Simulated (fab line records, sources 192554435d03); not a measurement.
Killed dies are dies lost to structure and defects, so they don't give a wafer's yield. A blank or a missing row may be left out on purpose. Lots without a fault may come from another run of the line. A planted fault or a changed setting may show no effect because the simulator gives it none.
fab line records | flow n5_finfet
record lots=7 wafers=39
route steps=1938 shown ZERO_LAYER@11 FIN_SAQP@98 STI_FIN_REVEAL@200 HKMG_FIN@389 MOL_CONTACT_COAG@559 BEOL_M1@818 BEOL_M6@1236 BEOL_M8@1348 BEOL_M13@1694 TV_OPEN@1890 PASSIVATION@1936
start_h: hours from the record's first day to the start of the lot's first wafer shown | wait_h: hours since the lot's step before | " the same as in the row above | L1.1+2: a row that stands for several wafers | - no value, or no start given | * or withheld: withheld | < > ~ a bound
route shown NAME@n: a module of which the file shows steps, and the number in the route of the first | usual: mean/standard deviation of fault-free wafers | same: alike in all rows | chamber/n: place in a boat | sites: the reading at each site | _std_site: their standard deviation | _edge_site: outer sites' mean less inner sites' | radius_mm: how far each site lies from the wafer's centre | mask NAME#n: copy n | behind: the tool/chamber that last shaped the wafer | hold: why the lot was held/for how many hours/how that ended | device: the transistor (n, p or np) that didn't switch | end of line: the same wafers' tests at the end of the route | a step without rows: its recipe alone | killed: dies lost to structure and defects at the first sort, not the wafer's yield | map: a wafer's dies, x killed, . not, _ none there
set.NAME: the setting as run; set.NAME@STEP: as run at that earlier step | model.NAME: the simulator's own value behind a step, which no gauge read
lots whose settings were changed on purpose; a table a step, a row a wafer
## steps
# step N5_ZERO_LAYER_DEVELOP_10
# recipe develop_time_s=60 rinse_liquid=diw dry=air_spin dev_temp_c=21
# step N5_FIN_SAQP_PECVD_47
# recipe material=a-Si target_thk_a=450 temp_c=400 precursor=SiH4/He pressure_torr=3 rf_w=100 time_s=36.3
# step N5_STI_FIN_REVEAL_OXIDATION_31
# recipe chemistry=O2_PLASMA_REMOTE temp_c=150 time_s=20 pressure_mtorr=1000 source_power_w=2000 o2_flow_sccm=3000
# step N5_HKMG_FIN_ALD_75
# recipe material=Al2O3 target_thk_a=10 temp_c=150 ald_precursor_family=TMA ald_co_reactant=H2O pulse_time_s=withheld co_reactant_pulse_time_s=1
# step N5_MOL_CONTACT_COAG_ALD_27
# recipe material=SiOC target_thk_a=170 temp_c=400 ald_precursor_family=carbosiloxane ald_co_reactant=H2-plasma pulse_time_s=1.5 time_s=2720 purge_time_s=2 co_reactant_purge_time_s=2 ald_cycles=340 pressure_torr=2
# step N5_BEOL_M1_SPUTTER_81
# recipe material=Cu target_thk_a=45 temp_c=-20 chamber_pressure_pa=0.07 power_w=withheld time_s=8.29
# step N5_BEOL_M6_VIA_ETCH_34
# recipe chemistry=C4F6/O2 target=SiCOH_lowk target_depth_a=1263 mask_material=SOC taper_deg=4 time_s=50.9 ion_energy_ev=250 pressure_mtorr=30 source_w=345 bias_w=185 Ar_flow_sccm=300 C4F6_flow_sccm=10 O2_flow_sccm=10
# step N5_BEOL_M8_DESCUM_16
# recipe chemistry=O2 time_s=7.9 source_power_w=50 bias_power_w=20 pressure_mtorr=20 rf_frequency_hz=2.712e+07 temp_c=40 resist=CAR-ArF o2_flow_sccm=225
# step N5_BEOL_M8_DEP_56
# recipe material=SiCN target_thk_a=100 temp_c=withheld precursor=3MS/NH3 pressure_torr=3 rf_w=202 time_s=17.5
# step N5_BEOL_M13_ETCH_68
# recipe chemistry=N2/H2 target=SOC mask_material=SiARC source_w=3000 bias_w=350 temp_c=40 time_s=355 ion_energy_ev=200 pressure_mtorr=30 n2_flow_sccm=200 h2_flow_sccm=200
# step N5_PASSIVATION_ETCH_15
# recipe chemistry=CF4/N2 target=SiCN target_depth_a=750 taper_deg=2 time_s=81.2 ion_energy_ev=150 mask_material=SiNx pressure_mtorr=40 source_w=430 bias_w=70 Ar_flow_sccm=100 cf4_flow_sccm=60 n2_flow_sccm=60
# step N5_PASSIVATION_PROBE_49
# usual defect_limited_yield=91.5/1.4 killed_at_other=3.6/2.9 killed_dies=101/17 sort_bin_5_function=5.0/0.97
# columns lot.wafer tool chamber start_h wait_h set.develop_time_s@ZERO_LAYER_DEVELOP_10 set.time_s@FIN_SAQP_PECVD_47 set.time_s@STI_FIN_REVEAL_OXIDATION_31 set.target_thk_a@HKMG_FIN_ALD_75 set.ald_cycles@MOL_CONTACT_COAG_ALD_27 set.time_s@BEOL_M1_SPUTTER_81 set.time_s@BEOL_M6_VIA_ETCH_34 set.time_s@BEOL_M8_DESCUM_16 set.target_thk_a@BEOL_M8_DEP_56 set.time_s@BEOL_M13_ETCH_68 set.target_depth_a@PASSIVATION_ETCH_15 defect_limited_yield[%] killed_at_other killed_dies sort_bin_5_function[%]
L074.1 prober-02 - 307.11 0.0 89.12 36.3 20 10 340 8.29 50.9 7.9 100 417.5 750 91.9 5 95 5.0
L074.2 prober-02 - 307.16 0.1 60 53.6 20 6.559 340 8.29 40.77 7.9 124.5 355 966.5 78.6 5 253 18.1
L074.3 prober-02 - 307.21 0.1 89.12 53.6 20 10 528 6.094 50.9 4.473 124.5 417.5 966.5 90.4 8 113 4.7
L074.4 prober-02 - 307.26 0.2 89.12 53.6 20 6.559 340 6.094 40.77 7.9 100 417.5 966.5 72.7 0 322 23.1
L074.5 prober-02 - 307.31 0.2 60 36.3 20 10 528 8.29 50.9 4.473 100 355 750 89.5 3 124 6.6
L074.6 prober-02 - 307.36 0.3 60 36.3 20 6.559 528 6.094 40.77 4.473 124.5 355 750 80.2 3 234 15.8
L076.1 prober-01 - 327.62 0.0 86.04 28.62 20 10 340 8.29 50.9 7.9 150 355 316.4 0 1098 1180 96.9
L076.2 prober-01 - 327.67 0.1 60 28.62 13.98 10 476 8.29 27.47 7.9 100 355 316.4 0 11 1180 95.2
L076.3 prober-01 - 327.72 0.1 86.04 36.3 20 10 476 3.754 50.9 7.9 100 355 316.4 0 1112 1180 97.3
L076.4 prober-01 - 327.77 0.2 60 36.3 13.98 10 340 3.754 27.47 7.9 150 355 750 0 6 1180 97.2
L076.5 prober-01 - 327.82 0.2 86.04 28.62 13.98 10 476 3.754 50.9 7.9 150 355 750 91.4 8 101 5.3
L076.6 prober-01 - 327.87 0.3 60 36.3 20 10 340 8.29 27.47 7.9 100 355 750 0 8 1180 96.3
L082.1 prober-02 - 381.59 0.0 60 36.3 20 7.027 340 8.29 50.9 7.9 100 355 750 90.8 1 108 5.1
L082.2 prober-02 - 381.64 0.1 60 36.3 16.09 10 340 8.29 50.9 7.9 152.5 258.2 750 89.3 6 126 6.4
L082.3 prober-02 - 381.69 0.1 87.12 36.3 16.09 10 340 8.29 50.9 7.9 100 258.2 306.5 0 1081 1180 95.8
L082.4 prober-02 - 381.74 0.2 60 36.3 16.09 7.027 340 8.29 50.9 7.9 152.5 355 306.5 0 1088 1180 97.2
L082.5 prober-02 - 381.79 0.2 87.12 36.3 20 10 340 8.29 50.9 7.9 152.5 355 750 92.7 4 86 4.4
L082.6 prober-02 - 381.84 0.3 87.12 36.3 20 7.027 340 8.29 50.9 7.9 100 258.2 306.5 0 1087 1180 96.6
L087.1 prober-01 - 392.37 0.0 60 36.3 9.722 7.146 340 8.29 50.9 7.9 159.8 355 515.7 0 1079 1180 96.8
L087.2 prober-01 - 392.42 0.1 80.1 21.24 9.722 10 340 8.29 74.17 7.9 159.8 436.2 750 92.6 5 87 4.5
L087.3 prober-01 - 392.47 0.1 80.1 21.24 20 7.146 340 10.97 74.17 11.68 159.8 355 515.7 0 1082 1180 97.0
L087.4 prober-01 - 392.52 0.2 80.1 36.3 20 7.146 340 10.97 50.9 7.9 100 436.2 515.7 0 1083 1180 96.4
L087.5 prober-01 - 392.57 0.2 60 21.24 20 10 340 8.29 74.17 11.68 100 355 750 91.2 4 104 5.3
L087.6 prober-01 - 392.62 0.3 60 36.3 9.722 10 340 10.97 50.9 11.68 100 436.2 750 90.4 3 113 5.8
L091.1 prober-01 - 440.37 0.0 60 57.15 20 4.243 340 11.31 50.9 7.9 100 355 984.7 90.7 6 110 5.3
L091.2 prober-01 - 440.42 0.1 69.54 36.3 20 10 340 11.31 75.92 9.388 100 355 750 92.5 2 89 4.3
L091.3 prober-01 - 440.47 0.1 69.54 36.3 20 4.243 260 8.29 50.9 7.9 100 355 750 89.0 2 130 7.1
L091.4 prober-01 - 440.52 0.2 60 57.15 20 10 260 8.29 75.92 7.9 100 355 750 90.6 1 111 5.8
L091.5 prober-01 - 440.57 0.2 60 36.3 20 10 260 11.31 50.9 9.388 100 355 984.7 91.3 0 103 4.9
L091.6 prober-01 - 440.62 0.3 69.54 57.15 20 4.243 340 8.29 75.92 9.388 100 355 984.7 89.2 0 128 7.2
L096.1 prober-02 - 461.95 0.0 82.95 36.3 27.44 10 180 8.29 50.9 7.9 100 355 460.5 0 1093 1180 96.1
L096.2 prober-02 - 462.00 0.1 60 36.3 27.44 10 180 9.808 50.9 7.9 100 355 750 90.2 5 116 5.9
L096.3 prober-02 - 462.05 0.1 60 36.3 20 10 180 9.808 73.05 7.9 100 355 460.5 0 1068 1180 95.5
L096.4 prober-02 - 462.10 0.2 60 36.3 27.44 10 340 8.29 73.05 7.9 100 355 750 90.0 11 118 5.9
L096.5 prober-02 - 462.15 0.2 82.95 36.3 20 10 340 9.808 50.9 7.9 100 355 460.5 0 1100 1180 97.4
L096.6 prober-02 - 462.20 0.3 82.95 36.3 20 10 340 8.29 73.05 7.9 100 355 750 91.9 2 96 4.0
L097.2 prober-02 - 462.30 0.1 60 36.3 20 10 340 8.29 50.9 7.9 100 355 750 92.1 5 93 4.1
L097.4 prober-02 - 462.40 0.2 60 36.3 20 10 340 8.29 50.9 7.9 100 355 750 90.1 4 117 5.8
L097.5 prober-02 - 462.45 0.2 60 36.3 20 10 340 8.29 50.9 7.9 100 355 750 90.3 5 115 6.7
# killed by level:class
L074.1 BEOL_M0_SAQP:geometric_particle:short=9 BEOL_M2:geometric_particle:open=9 FIN_SAQP:geometric_particle:short=8 MOL_CONTACT_COAG:geometric_particle:open=7 BEOL_M5:geometric_particle:open=6 ILD0:geometric_particle:short=5 BEOL_M0:geometric_particle:open=5 ILD0:geometric_particle:open=4
L074.2 BEOL_M6:area_etch=155 BEOL_M2:geometric_particle:open=14 BEOL_M1:geometric_particle:open=12 BEOL_M4:geometric_particle:open=10 BEOL_M0_SAQP:geometric_particle:short=6 FIN_SAQP:geometric_particle:open=5 BEOL_M0_SAQP:geometric_particle:open=5 STI_FIN_REVEAL:geometric_particle:open=4
L074.3 BEOL_M0_SAQP:geometric_particle:open=12 BEOL_M1:geometric_particle:open=12 BEOL_M2:geometric_particle:open=11 BEOL_M0_SAQP:geometric_particle:short=9 FIN_SAQP:geometric_particle:open=6 MOL_CONTACT_COAG:geometric_particle:open=6 STI_FIN_REVEAL:geometric_particle:open=4 DUMMY_GATE:geometric_particle:open=4
L074.4 BEOL_M6:area_etch=206 BEOL_M0_SAQP:geometric_particle:open=15 BEOL_M0_SAQP:geometric_particle:short=11 DUMMY_GATE:geometric_particle:open=10 MOL_CONTACT_COAG:geometric_particle:open=10 BEOL_M2:geometric_particle:open=7 BEOL_M1:geometric_particle:open=6 BEOL_M1:geometric_particle:short=5
L074.5 MOL_CONTACT_COAG:geometric_particle:open=13 BEOL_M0_SAQP:geometric_particle:short=12 BEOL_M3:geometric_particle:open=10 BEOL_M0_SAQP:geometric_particle:open=9 FIN_SAQP:geometric_particle:short=7 BEOL_M1:geometric_particle:open=7 BEOL_M2:geometric_particle:open=7 FIN_SAQP:geometric_particle:open=6
L074.6 BEOL_M6:area_etch=139 BEOL_M0_SAQP:geometric_particle:short=11 BEOL_M0_SAQP:geometric_particle:open=8 BEOL_M2:geometric_particle:open=8 BEOL_M4:geometric_particle:open=6 FIN_SAQP:geometric_particle:short=5 GATE_CUT:geometric_particle:short=5 MOL_CONTACT_COAG:geometric_particle:open=5
L076.1 TV_OPEN:area_etch=1094 STI_FIN_REVEAL:geometric_particle:open=13 DUMMY_GATE:geometric_particle:open=9 FIN_SAQP:geometric_particle:short=7 FIN_SAQP:geometric_particle:open=6 BEOL_M3:geometric_particle:open=6 BEOL_M0_SAQP:geometric_particle:open=6 STARTING-WAFER:geometric_particle:short=6
L076.2 BEOL_M6:area_etch=1062 BEOL_M0_SAQP:geometric_particle:short=18 BEOL_M0_SAQP:geometric_particle:open=16 BEOL_M1:geometric_particle:open=15 FIN_SAQP:geometric_particle:open=7 STI_FIN_REVEAL:geometric_particle:open=6 FIN_SAQP:geometric_particle:short=5 MOL_CONTACT_COAG:geometric_particle:short=5
L076.3 TV_OPEN:area_etch=1107 STI_FIN_REVEAL:geometric_particle:open=9 STARTING-WAFER:geometric_particle:short=6 MOL_CONTACT_COAG:geometric_particle:open=6 BEOL_M1:geometric_particle:open=5 GATE_CUT:geometric_particle:short=4 BEOL_M2:geometric_particle:open=4 BEOL_M6:geometric_particle:open=4
L076.4 BEOL_M6:area_etch=1084 BEOL_M2:geometric_particle:open=14 MOL_CONTACT_COAG:geometric_particle:open=8 BEOL_M0_SAQP:geometric_particle:open=7 FIN_SAQP:geometric_particle:open=6 DUMMY_GATE:geometric_particle:open=6 BEOL_M3:geometric_particle:open=6 BEOL_M0_SAQP:geometric_particle:short=5
L076.5 MOL_CONTACT_COAG:geometric_particle:open=11 DUMMY_GATE:geometric_particle:open=8 BEOL_M0_SAQP:geometric_particle:open=7 BEOL_M3:geometric_particle:open=7 FIN_SAQP:geometric_particle:short=6 BEOL_M1:geometric_particle:open=6 BEOL_M4:geometric_particle:open=6 FIN_SAQP:geometric_particle:open=5
L076.6 BEOL_M6:area_etch=1088 MOL_CONTACT_COAG:geometric_particle:open=14 BEOL_M0_SAQP:geometric_particle:short=9 BEOL_M0_SAQP:geometric_particle:open=9 DUMMY_GATE:geometric_particle:open=8 GATE_CUT:geometric_particle:short=7 FIN_SAQP:geometric_particle:short=6 BEOL_M4:geometric_particle:open=5
L082.1 STI_FIN_REVEAL:geometric_particle:open=11 BEOL_M3:geometric_particle:open=10 BEOL_M0_SAQP:geometric_particle:open=9 BEOL_M4:geometric_particle:open=9 BEOL_M1:geometric_particle:open=8 FIN_SAQP:geometric_particle:short=5 GATE_CUT:geometric_particle:short=5 MOL_CONTACT_COAG:geometric_particle:open=5
L082.2 FIN_SAQP:geometric_particle:short=13 STI_FIN_REVEAL:geometric_particle:open=11 BEOL_M3:geometric_particle:open=11 BEOL_M4:geometric_particle:open=11 STARTING-WAFER:geometric_particle:open=8 FIN_SAQP:geometric_particle:open=7 DUMMY_GATE:geometric_particle:open=6 BEOL_M0_SAQP:geometric_particle:short=6
L082.3 TV_OPEN:area_etch=1080 STI_FIN_REVEAL:geometric_particle:open=21 BEOL_M1:geometric_particle:open=10 BEOL_M3:geometric_particle:open=7 FIN_SAQP:geometric_particle:open=6 MOL_CONTACT_COAG:geometric_particle:open=6 BEOL_M0_SAQP:geometric_particle:short=6 BEOL_M0_SAQP:geometric_particle:open=5
L082.4 TV_OPEN:area_etch=1083 BEOL_M1:geometric_particle:open=14 BEOL_M2:geometric_particle:open=8 BEOL_M3:geometric_particle:open=7 BEOL_M4:geometric_particle:open=7 DUMMY_GATE:geometric_particle:open=5 MOL_CONTACT_COAG:geometric_particle:open=5 BEOL_M0_SAQP:geometric_particle:short=5
L082.5 BEOL_M1:geometric_particle:open=9 BEOL_M3:geometric_particle:open=8 GATE_CUT:geometric_particle:short=7 BEOL_M0_SAQP:geometric_particle:short=6 BEOL_M4:geometric_particle:open=6 DUMMY_GATE:geometric_particle:open=5 BEOL_M0_SAQP:geometric_particle:open=5 DUMMY_GATE:geometric_particle:short=4
L082.6 TV_OPEN:area_etch=1085 BEOL_M1:geometric_particle:open=11 DUMMY_GATE:geometric_particle:open=10 BEOL_M3:geometric_particle:open=10 BEOL_M4:geometric_particle:open=8 BEOL_M0_SAQP:geometric_particle:short=8 MOL_CONTACT_COAG:geometric_particle:open=5 BEOL_M1:geometric_particle:short=5
L087.1 TV_OPEN:area_etch=1079 BEOL_M0_SAQP:geometric_particle:short=19 STI_FIN_REVEAL:geometric_particle:open=10 BEOL_M0_SAQP:geometric_particle:open=9 BEOL_M1:geometric_particle:open=7 BEOL_M4:geometric_particle:open=7 DUMMY_GATE:geometric_particle:open=6 FIN_SAQP:geometric_particle:open=5
L087.2 STI_FIN_REVEAL:geometric_particle:open=8 BEOL_M4:geometric_particle:open=8 GATE_CUT:geometric_particle:short=7 MOL_CONTACT_COAG:geometric_particle:open=7 FIN_SAQP:geometric_particle:open=6 DUMMY_GATE:geometric_particle:open=4 GATE_CUT:geometric_particle:open=4 BEOL_M3:geometric_particle:open=4
L087.3 TV_OPEN:area_etch=1079 BEOL_M0_SAQP:geometric_particle:short=11 STI_FIN_REVEAL:geometric_particle:open=8 BEOL_M0_SAQP:geometric_particle:open=7 FIN_SAQP:geometric_particle:short=6 FIN_SAQP:geometric_particle:open=6 BEOL_M1:geometric_particle:open=6 BEOL_M2:geometric_particle:open=5
L087.4 TV_OPEN:area_etch=1081 BEOL_M0_SAQP:geometric_particle:short=12 STI_FIN_REVEAL:geometric_particle:open=11 GATE_CUT:geometric_particle:short=8 BEOL_M0_SAQP:geometric_particle:open=7 BEOL_M2:geometric_particle:open=7 DUMMY_GATE:geometric_particle:open=5 MOL_CONTACT_COAG:geometric_particle:open=5
L087.5 BEOL_M4:geometric_particle:open=13 BEOL_M0_SAQP:geometric_particle:short=10 BEOL_M3:geometric_particle:open=10 BEOL_M2:geometric_particle:open=9 STI_FIN_REVEAL:geometric_particle:open=8 MOL_CONTACT_COAG:geometric_particle:open=6 BEOL_M0_SAQP:geometric_particle:open=6 FIN_SAQP:geometric_particle:open=5
L087.6 BEOL_M0_SAQP:geometric_particle:short=13 GATE_CUT:geometric_particle:short=10 BEOL_M0_SAQP:geometric_particle:open=9 STI_FIN_REVEAL:geometric_particle:open=8 GATE_CUT:geometric_particle:open=7 MOL_CONTACT_COAG:geometric_particle:open=7 BEOL_M1:geometric_particle:open=7 BEOL_M2:geometric_particle:open=7
L091.1 MOL_CONTACT_COAG:geometric_particle:open=10 FIN_SAQP:geometric_particle:open=8 BEOL_M0_SAQP:geometric_particle:open=8 STI_FIN_REVEAL:geometric_particle:open=7 BEOL_M0_SAQP:geometric_particle:short=6 BEOL_M3:geometric_particle:open=6 BEOL_M4:geometric_particle:open=6 BEOL_M5:geometric_particle:open=6
L091.2 STI_FIN_REVEAL:geometric_particle:open=13 MOL_CONTACT_COAG:geometric_particle:open=13 BEOL_M0_SAQP:geometric_particle:short=6 BEOL_M0:geometric_particle:short=6 BEOL_M5:geometric_particle:open=6 BEOL_M1:geometric_particle:open=5 BEOL_M4:geometric_particle:open=5 BEOL_M2:geometric_particle:open=4
L091.3 BEOL_M1:geometric_particle:open=14 STI_FIN_REVEAL:geometric_particle:open=12 MOL_CONTACT_COAG:geometric_particle:open=11 BEOL_M4:geometric_particle:open=8 BEOL_M0_SAQP:geometric_particle:short=7 BEOL_M2:geometric_particle:open=6 BEOL_M3:geometric_particle:open=6 BEOL_M7:geometric_particle:open=6
L091.4 MOL_CONTACT_COAG:geometric_particle:open=17 BEOL_M4:geometric_particle:open=14 BEOL_M2:geometric_particle:open=11 STI_FIN_REVEAL:geometric_particle:open=7 BEOL_M3:geometric_particle:open=7 BEOL_M0_SAQP:geometric_particle:short=5 BEOL_M0_SAQP:geometric_particle:open=5 BEOL_M1:geometric_particle:open=5
L091.5 MOL_CONTACT_COAG:geometric_particle:open=23 STI_FIN_REVEAL:geometric_particle:open=13 BEOL_M0_SAQP:geometric_particle:short=8 BEOL_M0_SAQP:geometric_particle:open=7 BEOL_M1:geometric_particle:open=6 MOL_CONTACT_COAG:geometric_particle:short=5 BEOL_M2:geometric_particle:open=5 BEOL_M4:geometric_particle:open=5
L091.6 MOL_CONTACT_COAG:geometric_particle:open=23 STI_FIN_REVEAL:geometric_particle:open=16 BEOL_M4:geometric_particle:open=13 FIN_SAQP:geometric_particle:short=8 BEOL_M2:geometric_particle:open=8 BEOL_M3:geometric_particle:open=6 BEOL_M0:geometric_particle:open=6 BEOL_M0_SAQP:geometric_particle:short=6
L096.1 TV_OPEN:area_etch=1090 STI_FIN_REVEAL:geometric_particle:open=11 FIN_SAQP:geometric_particle:open=9 FIN_SAQP:geometric_particle:short=8 MOL_CONTACT_COAG:geometric_particle:open=8 BEOL_M0_SAQP:geometric_particle:open=8 GATE_CUT:geometric_particle:open=5 STI_FIN_REVEAL:geometric_particle:short=4
L096.2 MOL_CONTACT_COAG:geometric_particle:open=13 STI_FIN_REVEAL:geometric_particle:open=12 BEOL_M3:geometric_particle:open=10 FIN_SAQP:geometric_particle:open=8 BEOL_M0_SAQP:geometric_particle:open=8 BEOL_M0_SAQP:geometric_particle:short=7 FIN_SAQP:geometric_particle:short=6 MOL_CONTACT_COAG:geometric_particle:short=6
L096.3 TV_OPEN:area_etch=1061 FIN_SAQP:geometric_particle:open=16 MOL_CONTACT_COAG:geometric_particle:open=13 BEOL_M3:geometric_particle:open=12 FIN_SAQP:geometric_particle:short=10 STI_FIN_REVEAL:geometric_particle:open=10 GATE_CUT:geometric_particle:short=6 BEOL_M3:geometric_particle:short=6
L096.4 MOL_CONTACT_COAG:geometric_particle:open=21 BEOL_M3:geometric_particle:open=16 BEOL_M4:geometric_particle:open=8 FIN_SAQP:geometric_particle:open=6 STI_FIN_REVEAL:geometric_particle:open=6 MOL_CONTACT_COAG:geometric_particle:short=5 BEOL_M0_SAQP:geometric_particle:short=5 MIM_BOT:geometric_particle:short=5
L096.5 TV_OPEN:area_etch=1097 MOL_CONTACT_COAG:geometric_particle:open=11 BEOL_M3:geometric_particle:open=9 STI_FIN_REVEAL:geometric_particle:open=7 BEOL_M4:geometric_particle:open=6 FIN_SAQP:geometric_particle:open=4 FIN_SAQP:geometric_particle:short=4 BEOL_M0_SAQP:geometric_particle:open=4
L096.6 MOL_CONTACT_COAG:geometric_particle:open=12 M11:area_ald=12 FIN_SAQP:geometric_particle:short=8 FIN_SAQP:geometric_particle:open=5 BEOL_M3:geometric_particle:open=5 BEOL_M4:geometric_particle:open=5 DUMMY_GATE:geometric_particle:open=4 STI_FIN_REVEAL:geometric_particle:open=3
L097.2 BEOL_M1:geometric_particle:open=16 BEOL_M0_SAQP:geometric_particle:short=10 MOL_CONTACT_COAG:geometric_particle:open=7 BEOL_M2:geometric_particle:open=6 FIN_SAQP:geometric_particle:short=5 FIN_SAQP:geometric_particle:open=4 STI_FIN_REVEAL:geometric_particle:open=4 GATE_CUT:geometric_particle:short=4
L097.4 FIN_SAQP:geometric_particle:open=20 BEOL_M0_SAQP:geometric_particle:short=14 STI_FIN_REVEAL:geometric_particle:open=11 BEOL_M0_SAQP:geometric_particle:open=11 FIN_SAQP:geometric_particle:short=9 GATE_CUT:geometric_particle:short=7 ILD0:geometric_particle:short=4 BEOL_M2:geometric_particle:open=4
L097.5 STI_FIN_REVEAL:geometric_particle:open=15 MOL_CONTACT_COAG:geometric_particle:open=12 BEOL_M3:geometric_particle:open=12 GATE_CUT:geometric_particle:open=7 GATE_CUT:geometric_particle:short=6 MOL_CONTACT_COAG:geometric_particle:short=5 BEOL_M2:geometric_particle:open=5 FIN_SAQP:geometric_particle:open=4
## key
split step=N5_ZERO_LAYER_DEVELOP_10 setting=develop_time_s stated_as=60
response none clear
split step=N5_FIN_SAQP_PECVD_47 setting=time_s stated_as=36.3
response none clear
split step=N5_STI_FIN_REVEAL_OXIDATION_31 setting=time_s stated_as=20
response none clear
split step=N5_HKMG_FIN_ALD_75 setting=target_thk_a stated_as=10
response none clear
split step=N5_MOL_CONTACT_COAG_ALD_27 setting=ald_cycles stated_as=340
response none clear
split step=N5_BEOL_M1_SPUTTER_81 setting=time_s stated_as=8.29
response none clear
split step=N5_BEOL_M6_VIA_ETCH_34 setting=time_s stated_as=50.9
response none clear
split step=N5_BEOL_M8_DESCUM_16 setting=time_s stated_as=7.9
response none clear
split step=N5_BEOL_M8_DEP_56 setting=target_thk_a stated_as=100
response none clear
split step=N5_BEOL_M13_ETCH_68 setting=time_s stated_as=355
response none clear
split step=N5_PASSIVATION_ETCH_15 setting=target_depth_a stated_as=750
response step=N5_PASSIVATION_PROBE_49 reading=killed_at_other slope=-16.3 per=1% together_with=all explained=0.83
response step=N5_PASSIVATION_PROBE_49 reading=sort_bin_5_function slope=-1.25 per=1% together_with=all explained=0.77
response step=N5_PASSIVATION_PROBE_49 reading=defect_limited_yield slope=+1.24 per=1% together_with=all explained=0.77
response step=N5_PASSIVATION_PROBE_49 reading=killed_dies slope=-14.6 per=1% together_with=all explained=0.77
